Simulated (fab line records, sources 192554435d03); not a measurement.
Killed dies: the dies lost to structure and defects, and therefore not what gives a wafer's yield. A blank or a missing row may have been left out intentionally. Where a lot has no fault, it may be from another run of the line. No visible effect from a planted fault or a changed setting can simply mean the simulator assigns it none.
Split-lot trial    flow n5_finfet    21 wafers read across 7 lots, on a route 1938 steps long

ABOUT THE SPLIT
At N5_BEOL_M13_SPUTTER_43 (material TaN, target thk 15 nm, time 24.19 s), the setting power_w was moved away from the recipe's 15000 W on 8 of the 21 wafers read, by -10.1% to +15.1%. This setting was run at the recipe's value on the other wafers.

Reading taken at the split's own step.

THE READING
TaN_of_BEOL_M13_SPUTTER_43.thk_nm (the simulator's own value, which no gauge read), in nm, at N5_BEOL_M13_SPUTTER_43 (material TaN, target thk 15 nm, time 24.19 s). The file gives no usual value for it. Across the 13 wafers here that went through the recipe, the average is 15.2 nm and the standard deviation 0.25 nm.

wafer   tool, chamber at the split  power_w as run, W  against the recipe  TaN_of_BEOL_M13_SPUTTER_43.thk_nm, nm  against lot-mates on the recipe
L076.1  pvd_sputter-02, -           17260              +15.1%              17.2                                   no lot-mate on the recipe
L076.4  pvd_sputter-02, -           17260              +15.1%              17.6                                   no lot-mate on the recipe
L076.5  pvd_sputter-02, -           17260              +15.1%              17.4                                   no lot-mate on the recipe
L085.1  pvd_sputter-01, -           13480              -10.1%              13.8                                   -1.6
L085.3  pvd_sputter-01, -           15000              recipe              15.6                                   -
L085.5  pvd_sputter-01, -           15000              recipe              15.2                                   -
L084.1  pvd_sputter-02, -           15000              recipe              15.4                                   -
L084.4  pvd_sputter-02, -           15000              recipe              15.4                                   -
L084.5  pvd_sputter-02, -           15000              recipe              15.6                                   -
L086.2  pvd_sputter-02, -           15000              recipe              14.8                                   -
L086.4  pvd_sputter-02, -           15000              recipe              14.8                                   -
L086.5  pvd_sputter-02, -           15000              recipe              15                                     -
L088.1  pvd_sputter-01, -           17170              +14.5%              17.4                                   +2.0
L088.4  pvd_sputter-01, -           15000              recipe              15.4                                   -
L088.6  pvd_sputter-01, -           17170              +14.5%              17.6                                   +2.2
L089.2  pvd_sputter-01, -           15000              recipe              15.2                                   -
L089.3  pvd_sputter-01, -           15000              recipe              15.2                                   -
L089.6  pvd_sputter-01, -           15000              recipe              15.2                                   -
L091.1  pvd_sputter-01, -           15730              +4.9%               16                                     +0.8
L091.4  pvd_sputter-01, -           15000              recipe              15.2                                   -
L091.6  pvd_sputter-01, -           15730              +4.9%               15.8                                   +0.6

THE FIT
A straight line over all 21 wafers: TaN_of_BEOL_M13_SPUTTER_43.thk_nm changes by +0.148 nm for each +1% of power_w; r = +0.98; the points scatter about the line by 0.22 nm.
The same after taking each lot's own level away (the mean of its wafers on the recipe; 18 wafers): +0.148 nm for each +1%; r = +0.99; scatter 0.11 nm.
According to that fit, moving power_w by its largest amount changes the reading by 2.2 nm.
From 14.87 to 15.47 nm: that is the span of the lots' own levels, equal to 2.4 times the standard deviation above.
The two slopes are in agreement: the lot-to-lot level therefore moves the slope only a little.
Check: +2.2 nm against its lot-mates is what the line predicts for one of the wafers moved furthest among these (+14.5%) when that wafer is left out of the fit. It came out at +2 nm against them.

OTHER SPLITS APPLIED TO THESE WAFERS
Other splits were also applied to these wafers ahead of the reading. Each is held against what the fit with the lots' levels taken away leaves over:
other split on the same wafers     wafers away from the commonest value  r with TaN_of_BEOL_M13_SPUTTER_43.thk_nm (lot level and that fit taken away)
N5_BEOL_M10_VIA_ETCH_34 time_s     7                                     +0.19
N5_BEOL_M10_TRENCH_ETCH_37 bias_w  11                                    -0.14
N5_BEOL_M11_COAT_05 spin_rpm       8                                     +0.02
N5_BEOL_M11_EXPOSE_08 dose_mj      6                                     -0.05
N5_BEOL_M13_COAT_04 spin_rpm       4                                     +0.45

FILE'S OWN FIT
TaN_of_BEOL_M13_SPUTTER_43.thk_nm changes by +0.149 nm for each +1% of power_w, r = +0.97.
